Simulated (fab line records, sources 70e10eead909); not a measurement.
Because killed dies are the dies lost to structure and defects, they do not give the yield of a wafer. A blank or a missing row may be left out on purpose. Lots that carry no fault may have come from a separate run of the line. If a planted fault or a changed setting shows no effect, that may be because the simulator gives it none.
The tool behind it: which one? -- flow nand_harc -- Sampling: 12 lots, 36 wafers, 7 of 1302 route steps

## WHAT THE GAUGES READ, wafer by wafer
NHARC_A_SLIT_CD_MEAS_09: the cd target is 300 nm.
lot,measured,on,cd_nm (nm)
L811,day 19 07:47,cd_sem-01,299.7 300.3 300.4
L812,day 20 04:05,cd_sem-01,300.3 300.3 299.6
L814,day 21 11:49,cd_sem-01,300.5 300.2 299.8
L815,day 21 12:54,cd_sem-01,300.5 300.8 300.3
L817,day 22 02:41,cd_sem-03,300.7 300.6 300.8
L818,day 22 23:10,cd_sem-03,300.5 299.6 299.8
L823,day 24 17:32,cd_sem-03,298.9 299.6 299.2
L825,day 25 04:43,cd_sem-01,298.7 300.0 298.0
L830,day 27 07:35,cd_sem-02,300.3 300.0 300.2
L831,day 27 16:29,cd_sem-03,300.0 301.0 299.8
L833,day 28 06:47,cd_sem-02,299.4 299.4 300.1
L832,day 28 06:38,cd_sem-01,299.9 299.4 299.4

NHARC_A_SLIT_INSPECT_11.
lot,measured,on,raw_defect_count
L811,day 19 07:55,defect_inspect-02,67 54 63
L812,day 20 04:12,defect_inspect-01,57 64 57
L814,day 21 11:56,defect_inspect-01,18 34 18
L815,day 21 13:01,defect_inspect-01,107 111 101
L817,day 22 02:49,defect_inspect-02,66 79 88
L818,day 22 23:17,defect_inspect-02,34 21 21
L823,day 24 17:40,defect_inspect-02,742 768 807
L825,day 25 04:50,defect_inspect-02,819 930 845
L830,day 27 07:43,defect_inspect-02,52 40 60
L831,day 27 16:37,defect_inspect-01,72 59 73
L833,day 28 06:55,defect_inspect-02,66 77 67
L832,day 28 06:46,defect_inspect-02,7 13 18

NHARC_A_SIN_REMOVE_INSPECT_04.
lot,measured,on,raw_defect_count
L811,day 19 19:53,defect_inspect-02,430 435 377
L812,day 20 16:31,defect_inspect-02,448 396 379
L814,day 22 00:53,defect_inspect-01,574 368 342
L815,day 22 00:53,defect_inspect-02,557 462 433
L817,day 22 20:03,defect_inspect-02,408 518 531
L818,day 23 16:07,defect_inspect-02,224 218 206
L823,day 25 06:38,defect_inspect-02,987 1059 1050
L825,day 25 17:49,defect_inspect-01,1129 1159 1148
L830,day 27 20:47,defect_inspect-01,267 308 335
L831,day 28 05:35,defect_inspect-02,383 459 434
L833,day 28 23:04,defect_inspect-02,530 403 359
L832,day 28 19:49,defect_inspect-01,392 269 543

NHARC_END_SORT_01.
lot,measured,on,killed_at_array,killed_at_other,killed_at_periphery,killed_dies,killed_open,killed_short
L823,day 29 12:46,prober-02,105 123 112,2 1 1,3 1 0,110 125 113,2 4 3,3 6 1
L825,day 29 11:35,prober-01,104 136 118,1 1 4,2 4 2,107 141 124,1 1 4,1 2 0

## WHAT TOOL EACH LOT RAN ON (gives the tool, then ch and the chambers of the sampled wafers, and finally the start)
lot,NHARC_A_SLIT_DEP_00,NHARC_A_SLIT_DEP_23,NHARC_A_SLIT_ETCH_15
L811,"acl_dep-03 ch 0, day 19 04:36","pecvd-01 ch 0,2, day 19 07:08","rie_diel-01 ch 1,2,3, day 19 19:53 or earlier"
L812,"acl_dep-01 ch 0, day 19 23:35","pecvd-01 ch 0,1,2, day 20 03:24","rie_diel-11 ch 0,1,3, day 20 16:31 or earlier"
L814,"acl_dep-02 ch 0, day 21 07:23","pecvd-01 ch 0,1, day 21 11:10","rie_diel-01 ch 0,2,3, day 22 00:53 or earlier"
L815,"acl_dep-01 ch 0, day 21 09:07","pecvd-03 ch 0,1,2, day 21 12:14","rie_diel-04 ch 1,2, day 22 00:53 or earlier"
L817,"acl_dep-01 ch 0, day 22 00:06","pecvd-02 ch 0,1,2, day 22 02:05","rie_diel-01 ch 1,2, day 22 20:03 or earlier"
L818,"acl_dep-03 ch 0, day 22 18:51","pecvd-03 ch 0,1,2, day 22 22:37","rie_diel-04 ch 0,1,2, day 23 16:07 or earlier"
L823,"acl_dep-01 ch 0, day 24 13:13","pecvd-02 ch 0,2, day 24 16:59","rie_diel-04 ch 0,3, day 25 06:38 or earlier"
L825,"acl_dep-01 ch 0, day 25 00:22","pecvd-01 ch 0,2, day 25 04:09","rie_diel-04 ch 0,2,3, day 25 17:49 or earlier"
L830,"acl_dep-03 ch 0, day 27 03:07","pecvd-03 ch 0,1,2, day 27 06:56","rie_diel-04 ch 0,1,3, day 27 20:47 or earlier"
L831,"acl_dep-02 ch 0, day 27 12:01","pecvd-02 ch 0,1, day 27 15:51","rie_diel-11 ch 0,1, day 28 05:35 or earlier"
L833,"acl_dep-02 ch 0, day 28 02:19","pecvd-01 ch 1,2, day 28 06:08","rie_diel-11 ch 0,2,3, day 28 23:04 or earlier"
L832,"acl_dep-01 ch 0, day 28 02:47","pecvd-03 ch 0,2, day 28 05:59","rie_diel-01 ch 0,1,3, day 28 19:49 or earlier"
- NHARC_A_SLIT_DEP_00: deposits aC, target thk 6200 nm.
- NHARC_A_SLIT_DEP_23: deposits SiON, target thk 100 nm.
- NHARC_A_SLIT_ETCH_15: etches the open film in O2/COS, target depth 6200 nm, time 1612 s.

## AS READ BY THE TOOLS THEMSELVES (means over the sampled wafers that have a number; for cases with no such wafer, the mark the record gives instead)
NHARC_A_SLIT_DEP_00.
lot,tool,throttle_valve_pct (%)
L811,acl_dep-03,34.997
L812,acl_dep-01,34.990
L814,acl_dep-02,35.001
L815,acl_dep-01,35.004
L817,acl_dep-01,34.999
L818,acl_dep-03,34.997
L823,acl_dep-01,35.000
L825,acl_dep-01,35.001
L830,acl_dep-03,35.004
L831,acl_dep-02,34.999
L833,acl_dep-02,35.008
L832,acl_dep-01,35.001

NHARC_A_SLIT_DEP_23.
lot,tool,heater_power_w (W)
L811,pecvd-01,681
L812,pecvd-01,723
L814,pecvd-01,708
L815,pecvd-03,749
L817,pecvd-02,837
L818,pecvd-03,727
L823,pecvd-02,810
L825,pecvd-01,704
L830,pecvd-03,746
L831,pecvd-02,842
L833,pecvd-01,685
L832,pecvd-03,721

NHARC_A_SLIT_ETCH_15.
lot,tool,drypump_motor_current_A (A),oes_product_au (a.u.),rf_vpp_V (V),showerhead_plenum_p_Torr (Torr),throttle_valve_pct (%)
L811,rie_diel-01,5.8,1.013,315.9,3.22,28.323
L812,rie_diel-11,5.7,1.005,315.2,3.24,28.337
L814,rie_diel-01,6.0,1.001,314.6,3.12,28.330
L815,rie_diel-04,5.5,1.006,316.3,3.26,28.332
L817,rie_diel-01,5.8,1.002,315.8,3.28,28.330
L818,rie_diel-04,5.4,0.998,314.0,3.15,28.332
L823,rie_diel-04,5.3,1.009,311.9,2.95,28.333
L825,rie_diel-04,5.5,0.994,313.7,3.08,28.326
L830,rie_diel-04,5.2,0.992,312.9,3.02,28.347
L831,rie_diel-11,5.8,1.003,316.6,3.27,28.324
L833,rie_diel-11,5.8,0.994,315.1,3.19,28.330
L832,rie_diel-01,6.1,1.008,314.0,3.11,28.339

## THE ANSWER, worked out from the rows above alone
Rule: the usual values come from the lots themselves. Put in order of their means at a reading, lots are off if they are a third of the lots or fewer, leave a main group of 4 or more, and stand apart from it by a gap of 3 or more times the standard deviation of the main group's means; of several such gaps the widest counts. A main group whose means are all the same, to the digits that the tables above print for the reading, isn't used. Also off: a lot with no number at a reading for which 4 or more lots have one. Any other lot the step has rows for is counted as sound. After the gauges, taken in route order, come the tools' own readings; for these a lot's mean is taken, as printed above. At the first step where some lot is off, the reading lying furthest off is the one used; lots without a number count as furthest.
Off, at NHARC_A_SLIT_INSPECT_11 on raw_defect_count: L823, L825. Mean 55 and standard deviation 27 in the main group.
A tool fits if, at a process step before that reading, it ran every lot that is off, and no sound lot after the first of them. Gauges at NHARC_A_SLIT_INSPECT_11: tried the same way as those tools. None of those tried fits.

## WHAT THE SIMULATOR PUT IN
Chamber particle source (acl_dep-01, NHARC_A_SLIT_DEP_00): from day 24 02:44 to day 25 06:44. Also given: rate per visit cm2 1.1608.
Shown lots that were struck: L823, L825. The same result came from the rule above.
